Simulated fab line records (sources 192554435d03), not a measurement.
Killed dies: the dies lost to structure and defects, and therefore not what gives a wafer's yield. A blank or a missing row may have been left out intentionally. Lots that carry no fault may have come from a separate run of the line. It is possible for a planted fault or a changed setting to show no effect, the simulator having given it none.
Comparing a struck lot with a sound one + flow n5_finfet + 24 out of 1938 route steps
Sound: wafers L437.2, L437.5, L437.6. Wafers struck: L425.1, L425.2, L425.4. Last of all comes the cause.
Per side, at each step with rows, come the tool, then ch with its chambers, and then its first start. Under that, the readings that differ: sound wafers + struck wafers + difference of the means + sigmas: that difference in standard deviations of wafers without a fault.
alike: readings whose means differ by less than 2 such deviations, and words and numbers that are the same on both sides. not compared: withheld readings, readings that some wafer has no value for, bounds like >300 that may hide the same value, and numbers for which the record gives no deviation and whose values overlap.
Wherever a step has rows on one side only, a row that says differs or no value, or a row with sigmas, the two part there. Numbers that have no deviation but don't overlap get no sigmas and don't part them. A reading missing from all wafers of one side parts the sides only when that side holds two or more wafers.

first, 11 steps without rows for these wafers: N5_MOL_CONTACT_COAG_STRIP_92 (strips in N2/H2); N5_MOL_CONTACT_COAG_STRIP_93 (strips in N2/H2); N5_MOL_CONTACT_COAG_ETCHBACK_135 (etches SiO2 in CHF3, target depth 25 nm, time 16.7 s); N5_MOL_CONTACT_COAG_STRIP_118 (strips in CHF3); N5_MOL_CONTACT_COAG_VIA_ETCH_46 (etches SiO2 in C4F6/O2, target depth 46 nm, overetch 9.2 nm, time 40 s); N5_MOL_CONTACT_COAG_STRIP_96 (strips in N2/H2); N5_MOL_CONTACT_COAG_ETCH_47 (etches SiNx in CH3F/O2, stops on W, target depth 27 nm); N5_MOL_CONTACT_COAG_STRIP_119 (strips in N2/H2, time 30 s); N5_MOL_CONTACT_COAG_PRECLEAN_144 (cleans in alkaline clean, time 60 s); N5_MOL_CONTACT_COAG_SRD_145 (time 30 s); N5_MOL_CONTACT_COAG_COAT_62 (time 60 s, resist thk 60 nm).
N5_MOL_CONTACT_COAG_COAT_63: time 60 s, resist thk 10 nm.
  sound on litho_track-05 ch 0, day 9 20:15; struck on litho_track-01 ch 0, day 7 04:04
| reading              | sound                | struck               | difference | sigmas |
|----------------------|----------------------|----------------------|------------|--------|
| spin_speed_rpm (rpm) | 1500.5 1501.5 1499.6 | 1546.1 1546.7 1546.6 | +45.9      | +46    |
  alike: plate_temp_C
then, 9 steps without rows for these wafers: N5_MOL_CONTACT_COAG_COAT_64 (time 60 s, resist thk 10 nm); N5_MOL_CONTACT_COAG_COAT_34 (resist thk 40 nm); N5_MOL_CONTACT_COAG_EBR_36; N5_MOL_CONTACT_COAG_SOFTBAKE_35 (time 60 s); N5_MOL_CONTACT_COAG_EXPOSE_37 (exposes mask VD, defocus 0 nm); N5_MOL_CONTACT_COAG_PEB_38 (peb time 60 s); N5_MOL_CONTACT_COAG_DEVELOP_39 (develop time 30 s); N5_MOL_CONTACT_COAG_DESCUM_45 (chemistry O2, time 7 s); N5_MOL_CONTACT_COAG_ETCH_65 (etches underlayer in N2/H2, target depth 13 nm, time 10.4 s).
N5_MOL_CONTACT_COAG_ETCH_66: etches SiARC in CF4, target depth 13 nm, time 21.7 s.
  sound on rie_diel-02 ch 0,1,3, day 9 20:50; struck on rie_diel-02 ch 0,1,2, day 7 04:57
| reading                  | sound             | struck            | difference | sigmas |
|--------------------------|-------------------|-------------------|------------|--------|
| model.etch.depth_nm (nm) | 10.03 10.02 10.02 | 9.866 9.906 9.869 | -0.143     |        |
  alike: chamber_pressure_mTorr, drypump_motor_current_A, etch_rf_on_time_s, oes_product_au, rf_vpp_V, showerhead_plenum_p_Torr, throttle_valve_pct
  not compared: rf_hours_counter_h
then, 1 step without rows for these wafers: N5_MOL_CONTACT_COAG_ALD_133 (deposits SiO2, target thk 5 nm, pulse time 1 s, co reactant pulse time 1 s).
-- the record jumps here: 3 days lie between the struck wafers' starts before and after (it left off in module MOL_CONTACT_COAG and takes up again in module BEOL_M4, whose first step shown is number 1111 of the route) --
N5_BEOL_M4_RC_MEAS_101:
  sound on prober-02 ch 0, day 12 21:55; struck on prober-01 ch 0, day 9 21:01
  alike: DIBL_N, DIBL_P, IOFF_N, IOFF_P, ION_N, ION_P, SS_N, SS_P, VT_N, VT_P

## WHERE THEY PART
N5_MOL_CONTACT_COAG_COAT_63 only, going by this record. Later steps at which nothing parts them and some readings are alike: N5_MOL_CONTACT_COAG_ETCH_66, N5_BEOL_M4_RC_MEAS_101.

WHY: what the simulator had put in
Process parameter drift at N5_MOL_CONTACT_COAG_COAT_63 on litho_track-01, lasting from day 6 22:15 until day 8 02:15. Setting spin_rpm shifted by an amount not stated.
